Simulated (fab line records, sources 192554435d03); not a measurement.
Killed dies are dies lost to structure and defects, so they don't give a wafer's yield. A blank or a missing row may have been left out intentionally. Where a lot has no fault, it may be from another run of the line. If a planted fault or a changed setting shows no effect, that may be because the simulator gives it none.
Which tool did it? || flow n5-finfet || Sampling: 9 lots, 26 wafers, 5 of 1938 route steps

WHAT THE GAUGES READ, wafer by wafer
N5_BEOL_M0_CUTY_OVL_MEAS_58.
{"lot": "L102", "measured": "day 7 02:43", "on": "overlay-01", "M0_ABLK_OVL (nm)": "0.4 1.5 1.4"}
{"lot": "L101", "measured": "day 7 02:55", "on": "overlay-01", "M0_ABLK_OVL (nm)": "0.4 0.3 0.7"}
{"lot": "L113", "measured": "day 9 20:13", "on": "overlay-01", "M0_ABLK_OVL (nm)": "-0.5 -0.1 -1.2"}
{"lot": "L116", "measured": "day 10 01:51", "on": "overlay-01", "M0_ABLK_OVL (nm)": "1.1 -0.3 0.5"}
{"lot": "L115", "measured": "day 10 04:46", "on": "overlay-01", "M0_ABLK_OVL (nm)": "0.4 0.4 1.0"}
{"lot": "L117", "measured": "day 10 15:58", "on": "overlay-01", "M0_ABLK_OVL (nm)": "0.2 -0.6 0.8"}
{"lot": "L118", "measured": "day 10 22:40", "on": "overlay-01", "M0_ABLK_OVL (nm)": "-0.5 -1.2 -0.3"}
{"lot": "L120", "measured": "day 11 05:00", "on": "overlay-02", "M0_ABLK_OVL (nm)": "0.1 0.9"}
{"lot": "L121", "measured": "day 11 12:57", "on": "overlay-01", "M0_ABLK_OVL (nm)": "1.2 1.0 1.1"}

N5_BEOL_M4_RC_MEAS_101.
{"lot": "L102", "measured": "day 9 02:46", "on": "prober-01", "DIBL_N (mV/V)": "39.7 36.1 35.1", "DIBL_P (mV/V)": "39.8 32.2 33.3", "IOFF_N (nA/um)": "0.19 0.13 0.12", "IOFF_P (nA/um)": "0.27 0.15 0.17", "ION_N (uA/um)": "657 644 645", "ION_P (uA/um)": "452 439 449", "SS_N (mV/dec)": "71.8 70.9 70.6", "SS_P (mV/dec)": "75.0 72.2 72.6", "VT_N (mV)": "249 254 254", "VT_P (mV)": "-248 -255 -255"}
{"lot": "L101", "measured": "day 9 08:06", "on": "prober-02", "DIBL_N (mV/V)": "34.9 35.6 36.0", "DIBL_P (mV/V)": "34.8 34.2 34.3", "IOFF_N (nA/um)": "0.16 0.17 0.17", "IOFF_P (nA/um)": "0.26 0.25 0.25", "ION_N (uA/um)": "695 653 679", "ION_P (uA/um)": "487 460 465", "SS_N (mV/dec)": "71.3 71.6 71.9", "SS_P (mV/dec)": "72.6 73.1 73.2", "VT_N (mV)": "249 250 248", "VT_P (mV)": "-244 -245 -246"}
{"lot": "L113", "measured": "day 12 05:59", "on": "prober-01", "DIBL_N (mV/V)": "39.8 36.4 31.1", "DIBL_P (mV/V)": "41.0 36.3 30.7", "IOFF_N (nA/um)": "0.22 0.14 0.09", "IOFF_P (nA/um)": "0.27 0.19 0.13", "ION_N (uA/um)": "696 658 644", "ION_P (uA/um)": "465 452 447", "SS_N (mV/dec)": "72.8 71.2 69.8", "SS_P (mV/dec)": "74.6 72.9 72.0", "VT_N (mV)": "245 255 257", "VT_P (mV)": "-246 -252 -255"}
{"lot": "L116", "measured": "day 12 03:50", "on": "prober-01", "DIBL_N (mV/V)": "37.2 38.0 35.6", "DIBL_P (mV/V)": "37.6 39.5 34.8", "IOFF_N (nA/um)": "0.17 0.20 0.15", "IOFF_P (nA/um)": "0.22 0.25 0.18", "ION_N (uA/um)": "658 682 673", "ION_P (uA/um)": "452 465 455", "SS_N (mV/dec)": "71.1 72.1 71.3", "SS_P (mV/dec)": "74.0 73.7 73.8", "VT_N (mV)": "250 245 251", "VT_P (mV)": "-249 -248 -250"}
{"lot": "L115", "measured": "day 12 11:46", "on": "prober-02", "DIBL_N (mV/V)": "37.5 37.2 36.2", "DIBL_P (mV/V)": "37.3 36.4 36.1", "IOFF_N (nA/um)": "0.21 0.17 0.18", "IOFF_P (nA/um)": "0.22 0.21 0.20", "ION_N (uA/um)": "678 670 699", "ION_P (uA/um)": "460 450 469", "SS_N (mV/dec)": "71.7 72.4 71.6", "SS_P (mV/dec)": "73.9 72.9 73.4", "VT_N (mV)": "244 249 246", "VT_P (mV)": "-250 -252 -250"}
{"lot": "L117", "measured": "day 12 18:49", "on": "prober-01", "DIBL_N (mV/V)": "37.2 36.0 37.9", "DIBL_P (mV/V)": "37.7 36.6 38.2", "IOFF_N (nA/um)": "0.18 0.17 0.19", "IOFF_P (nA/um)": "0.24 0.23 0.24", "ION_N (uA/um)": "699 678 664", "ION_P (uA/um)": "478 465 456", "SS_N (mV/dec)": "72.0 71.1 72.0", "SS_P (mV/dec)": "73.5 73.3 73.2", "VT_N (mV)": "247 246 245", "VT_P (mV)": "-246 -247 -249"}
{"lot": "L118", "measured": "day 12 20:22", "on": "prober-02", "DIBL_N (mV/V)": "35.6 35.8 37.1", "DIBL_P (mV/V)": "35.6 36.1 37.1", "IOFF_N (nA/um)": "0.15 0.16 0.19", "IOFF_P (nA/um)": "0.19 0.19 0.22", "ION_N (uA/um)": "665 681 673", "ION_P (uA/um)": "447 456 449", "SS_N (mV/dec)": "71.4 71.3 72.3", "SS_P (mV/dec)": "73.5 73.6 73.9", "VT_N (mV)": "252 250 246", "VT_P (mV)": "-254 -254 -253"}
{"lot": "L120", "measured": "day 15 04:58", "on": "prober-02", "DIBL_N (mV/V)": "34.8 33.9", "DIBL_P (mV/V)": "32.7 32.3", "IOFF_N (nA/um)": "0.12 0.10", "IOFF_P (nA/um)": "0.14 0.14", "ION_N (uA/um)": "672 645", "ION_P (uA/um)": "456 446", "SS_N (mV/dec)": "70.9 70.4", "SS_P (mV/dec)": "72.0 72.4", "VT_N (mV)": "254 257", "VT_P (mV)": "-254 -256"}
{"lot": "L121", "measured": "day 14 08:18", "on": "prober-02", "DIBL_N (mV/V)": "38.0 37.7 35.5", "DIBL_P (mV/V)": "35.3 35.8 33.8", "IOFF_N (nA/um)": "0.19 0.16 0.14", "IOFF_P (nA/um)": "0.20 0.20 0.17", "ION_N (uA/um)": "693 654 680", "ION_P (uA/um)": "467 445 472", "SS_N (mV/dec)": "72.9 71.8 71.3", "SS_P (mV/dec)": "73.4 73.4 73.6", "VT_N (mV)": "246 251 251", "VT_P (mV)": "-252 -252 -252"}

TOOL THAT RAN EACH LOT (tool first, then ch and the chambers of the sampled wafers, then the start)
{"lot": "L102", "N5_BEOL_M0_SAQP_MANDREL2_REMOVE_110": "rie-si-06 ch 1,3, day 6 23:51", "N5_BEOL_M0_SAQP_STRIP_75": "rie-diel-02 ch 2,3, day 7 02:18", "N5_BEOL_M0_ETCH_138": "rie-diel-03 ch 0,1,3, day 7 02:59"}
{"lot": "L101", "N5_BEOL_M0_SAQP_MANDREL2_REMOVE_110": "rie-si-02 ch 0,2,3, day 6 23:55", "N5_BEOL_M0_SAQP_STRIP_75": "rie-diel-02 ch 1,3, day 7 02:37", "N5_BEOL_M0_ETCH_138": "rie-diel-01 ch 1,2,3, day 7 03:21"}
{"lot": "L113", "N5_BEOL_M0_SAQP_MANDREL2_REMOVE_110": "rie-si-02 ch 0,2,3, day 9 18:20", "N5_BEOL_M0_SAQP_STRIP_75": "rie-diel-04 ch 0,1,2, day 9 19:48", "N5_BEOL_M0_ETCH_138": "rie-diel-03 ch 0,2,3, day 9 20:29"}
{"lot": "L116", "N5_BEOL_M0_SAQP_MANDREL2_REMOVE_110": "rie-si-06 ch 0,3, day 9 23:59", "N5_BEOL_M0_SAQP_STRIP_75": "rie-diel-05 ch 2,3, day 10 01:33", "N5_BEOL_M0_ETCH_138": "rie-diel-03 ch 1,2, day 10 02:07"}
{"lot": "L115", "N5_BEOL_M0_SAQP_MANDREL2_REMOVE_110": "rie-si-03 ch 1,2,3, day 10 03:01", "N5_BEOL_M0_SAQP_STRIP_75": "rie-diel-05 ch 1,2,3, day 10 04:28", "N5_BEOL_M0_ETCH_138": "rie-diel-03 ch 1,2,3, day 10 05:02"}
{"lot": "L117", "N5_BEOL_M0_SAQP_MANDREL2_REMOVE_110": "rie-si-02 ch 2,3, day 10 14:06", "N5_BEOL_M0_SAQP_STRIP_75": "rie-diel-05 ch 0,1,2, day 10 15:33", "N5_BEOL_M0_ETCH_138": "rie-diel-03 ch 0,1,2, day 10 16:14"}
{"lot": "L118", "N5_BEOL_M0_SAQP_MANDREL2_REMOVE_110": "rie-si-03 ch 0,1, day 10 20:14", "N5_BEOL_M0_SAQP_STRIP_75": "rie-diel-05 ch 1,2, day 10 22:14", "N5_BEOL_M0_ETCH_138": "rie-diel-06 ch 2,3, day 10 23:20"}
{"lot": "L120", "N5_BEOL_M0_SAQP_MANDREL2_REMOVE_110": "rie-si-03 ch 2,3, day 11 03:08", "N5_BEOL_M0_SAQP_STRIP_75": "rie-diel-04 ch 0,2, day 11 04:42", "N5_BEOL_M0_ETCH_138": "rie-diel-06 ch 0,2, day 11 05:16"}
{"lot": "L121", "N5_BEOL_M0_SAQP_MANDREL2_REMOVE_110": "rie-si-02 ch 1,2,3, day 11 11:11", "N5_BEOL_M0_SAQP_STRIP_75": "rie-diel-02 ch 0,1, day 11 12:39", "N5_BEOL_M0_ETCH_138": "rie-diel-01 ch 2,3, day 11 13:13"}
- N5_BEOL_M0_SAQP_MANDREL2_REMOVE_110: chemistry HBr/Cl2/O2, target a-Si, stops on SiCN, bt time 10 s.
- N5_BEOL_M0_SAQP_STRIP_75: strips in CF4.
- N5_BEOL_M0_ETCH_138: etches SiCN in CH3F/O2, target depth 12 nm, time 31.6 s.

AS READ BY THE TOOLS THEMSELVES (means over the sampled wafers that have a number; for cases with no such wafer, the mark the record gives instead)
N5_BEOL_M0_SAQP_MANDREL2_REMOVE_110.
{"lot": "L102", "tool": "rie-si-06", "drypump-motor-current-A (A)": 5.4, "oes-product-au (a.u.)": 0.989, "throttle-valve-pct (%)": 36.3}
{"lot": "L101", "tool": "rie-si-02", "drypump-motor-current-A (A)": 5.9, "oes-product-au (a.u.)": 0.984, "throttle-valve-pct (%)": 36.4}
{"lot": "L113", "tool": "rie-si-02", "drypump-motor-current-A (A)": 5.9, "oes-product-au (a.u.)": 0.990, "throttle-valve-pct (%)": 36.4}
{"lot": "L116", "tool": "rie-si-06", "drypump-motor-current-A (A)": 5.9, "oes-product-au (a.u.)": 0.985, "throttle-valve-pct (%)": 36.5}
{"lot": "L115", "tool": "rie-si-03", "drypump-motor-current-A (A)": 5.1, "oes-product-au (a.u.)": 0.980, "throttle-valve-pct (%)": 36.3}
{"lot": "L117", "tool": "rie-si-02", "drypump-motor-current-A (A)": 6.1, "oes-product-au (a.u.)": 0.986, "throttle-valve-pct (%)": 36.3}
{"lot": "L118", "tool": "rie-si-03", "drypump-motor-current-A (A)": 5.4, "oes-product-au (a.u.)": 0.999, "throttle-valve-pct (%)": 36.4}
{"lot": "L120", "tool": "rie-si-03", "drypump-motor-current-A (A)": 5.2, "oes-product-au (a.u.)": 0.991, "throttle-valve-pct (%)": 36.3}
{"lot": "L121", "tool": "rie-si-02", "drypump-motor-current-A (A)": 5.9, "oes-product-au (a.u.)": 1.005, "throttle-valve-pct (%)": 36.6}

N5_BEOL_M0_SAQP_STRIP_75.
{"lot": "L102", "tool": "rie-diel-02", "drypump-motor-current-A (A)": 5.6, "oes-product-au (a.u.)": 0.175, "rf-vpp-V (V)": 271.8, "showerhead-plenum-p-Torr (Torr)": 1.82, "throttle-valve-pct (%)": 13.8}
{"lot": "L101", "tool": "rie-diel-02", "drypump-motor-current-A (A)": 5.7, "oes-product-au (a.u.)": 0.186, "rf-vpp-V (V)": 273.5, "showerhead-plenum-p-Torr (Torr)": 1.88, "throttle-valve-pct (%)": 13.6}
{"lot": "L113", "tool": "rie-diel-04", "drypump-motor-current-A (A)": 5.5, "oes-product-au (a.u.)": 0.185, "rf-vpp-V (V)": 271.5, "showerhead-plenum-p-Torr (Torr)": 1.80, "throttle-valve-pct (%)": 13.5}
{"lot": "L116", "tool": "rie-diel-05", "drypump-motor-current-A (A)": 5.5, "oes-product-au (a.u.)": 0.170, "rf-vpp-V (V)": 270.2, "showerhead-plenum-p-Torr (Torr)": 1.77, "throttle-valve-pct (%)": 13.8}
{"lot": "L115", "tool": "rie-diel-05", "drypump-motor-current-A (A)": 5.5, "oes-product-au (a.u.)": 0.171, "rf-vpp-V (V)": 270.2, "showerhead-plenum-p-Torr (Torr)": 1.77, "throttle-valve-pct (%)": 13.7}
{"lot": "L117", "tool": "rie-diel-05", "drypump-motor-current-A (A)": 5.9, "oes-product-au (a.u.)": 0.177, "rf-vpp-V (V)": 270.6, "showerhead-plenum-p-Torr (Torr)": 1.78, "throttle-valve-pct (%)": 13.6}
{"lot": "L118", "tool": "rie-diel-05", "drypump-motor-current-A (A)": 5.6, "oes-product-au (a.u.)": 0.178, "rf-vpp-V (V)": 271.6, "showerhead-plenum-p-Torr (Torr)": 1.76, "throttle-valve-pct (%)": 13.5}
{"lot": "L120", "tool": "rie-diel-04", "drypump-motor-current-A (A)": 5.1, "oes-product-au (a.u.)": 0.197, "rf-vpp-V (V)": 272.0, "showerhead-plenum-p-Torr (Torr)": 1.84, "throttle-valve-pct (%)": 13.2}
{"lot": "L121", "tool": "rie-diel-02", "drypump-motor-current-A (A)": 6.0, "oes-product-au (a.u.)": 0.167, "rf-vpp-V (V)": 270.6, "showerhead-plenum-p-Torr (Torr)": 1.81, "throttle-valve-pct (%)": 13.8}

N5_BEOL_M0_ETCH_138.
{"lot": "L102", "tool": "rie-diel-03", "drypump-motor-current-A (A)": 6.0, "etch-rf-on-time-s (s)": 30.2, "oes-product-au (a.u.)": 0.68, "rf-fwd-power-W (W)": 385.4, "rf-vpp-V (V)": 297.5, "showerhead-plenum-p-Torr (Torr)": 2.00, "throttle-valve-pct (%)": 16.35}
{"lot": "L101", "tool": "rie-diel-01", "drypump-motor-current-A (A)": 6.1, "etch-rf-on-time-s (s)": 27.9, "oes-product-au (a.u.)": 0.68, "rf-fwd-power-W (W)": 385.4, "rf-vpp-V (V)": 297.2, "showerhead-plenum-p-Torr (Torr)": 1.99, "throttle-valve-pct (%)": 16.46}
{"lot": "L113", "tool": "rie-diel-03", "drypump-motor-current-A (A)": 5.9, "etch-rf-on-time-s (s)": 28.4, "oes-product-au (a.u.)": 0.64, "rf-fwd-power-W (W)": 385.1, "rf-vpp-V (V)": 296.5, "showerhead-plenum-p-Torr (Torr)": 1.97, "throttle-valve-pct (%)": 16.26}
{"lot": "L116", "tool": "rie-diel-03", "drypump-motor-current-A (A)": 5.4, "etch-rf-on-time-s (s)": 33.5, "oes-product-au (a.u.)": 0.62, "rf-fwd-power-W (W)": 292.1, "rf-vpp-V (V)": 325.7, "showerhead-plenum-p-Torr (Torr)": 2.01, "throttle-valve-pct (%)": 16.37}
{"lot": "L115", "tool": "rie-diel-03", "drypump-motor-current-A (A)": 5.7, "etch-rf-on-time-s (s)": 31.8, "oes-product-au (a.u.)": 0.62, "rf-fwd-power-W (W)": 291.6, "rf-vpp-V (V)": 325.4, "showerhead-plenum-p-Torr (Torr)": 1.98, "throttle-valve-pct (%)": 16.17}
{"lot": "L117", "tool": "rie-diel-03", "drypump-motor-current-A (A)": 5.6, "etch-rf-on-time-s (s)": 32.9, "oes-product-au (a.u.)": 0.60, "rf-fwd-power-W (W)": 292.3, "rf-vpp-V (V)": 325.5, "showerhead-plenum-p-Torr (Torr)": 2.00, "throttle-valve-pct (%)": 16.46}
{"lot": "L118", "tool": "rie-diel-06", "drypump-motor-current-A (A)": 5.3, "etch-rf-on-time-s (s)": 30.9, "oes-product-au (a.u.)": 0.63, "rf-fwd-power-W (W)": 386.6, "rf-vpp-V (V)": 297.7, "showerhead-plenum-p-Torr (Torr)": 2.00, "throttle-valve-pct (%)": 16.33}
{"lot": "L120", "tool": "rie-diel-06", "drypump-motor-current-A (A)": 5.6, "etch-rf-on-time-s (s)": 29.2, "oes-product-au (a.u.)": 0.62, "rf-fwd-power-W (W)": 388.2, "rf-vpp-V (V)": 297.9, "showerhead-plenum-p-Torr (Torr)": 2.03, "throttle-valve-pct (%)": 16.34}
{"lot": "L121", "tool": "rie-diel-01", "drypump-motor-current-A (A)": 6.2, "etch-rf-on-time-s (s)": 28.9, "oes-product-au (a.u.)": 0.64, "rf-fwd-power-W (W)": 385.8, "rf-vpp-V (V)": 298.6, "showerhead-plenum-p-Torr (Torr)": 1.98, "throttle-valve-pct (%)": 16.62}

THE ANSWER, worked out from the rows above alone
Rule: the usual values come from the lots themselves. The widest of any qualifying gaps counts: lots, ordered by their means at a reading, are off when they make up no more than a third of the lots, leave a main group of 4 or more, and stand apart from it by 3 or more times the standard deviation of that group's means. The tables above print the reading to a certain number of digits; a main group whose means all agree to those digits is not used. Also off: a lot with no number at a reading for which 4 or more lots have one. Any other lot the step has rows for is counted as sound. Order of review: gauges by route order, followed by the tools' own readings, for which a lot's mean as printed above is used. At the first step where some lot is off, the reading lying furthest off is the one used; lots without a number count as furthest.
Off: L116, L115, L117 (N5_BEOL_M0_ETCH_138, rf-fwd-power-W). The main group: mean 386.1 W, standard deviation 1.1.
A tool fits if, at that step or a process step before it, it ran every lot that is off, and no sound lot after the first of them. One fits: rie-diel-03 at N5_BEOL_M0_ETCH_138. A fault onset in the window from L113 (day 9 20:29, its last sound lot) to L116 (day 10 02:07, its first lot off) fits.
The tool's own readings at N5_BEOL_M0_ETCH_138 bear it out: on the lots that are off they differ by more than 5 times the standard deviation of the sound lots' means. rf-fwd-power-W reads 292.0 W there against 386.1 W on the sound lots; rf-vpp-V reads 325.5 V there against 297.6 V on the sound lots.

WHAT HAD BEEN PUT IN BY THE SIMULATOR
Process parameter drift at N5_BEOL_M0_ETCH_138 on rie-diel-03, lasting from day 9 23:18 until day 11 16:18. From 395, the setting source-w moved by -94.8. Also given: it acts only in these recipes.
Struck lots among those shown: L116, L115, L117. The rule above found the same.
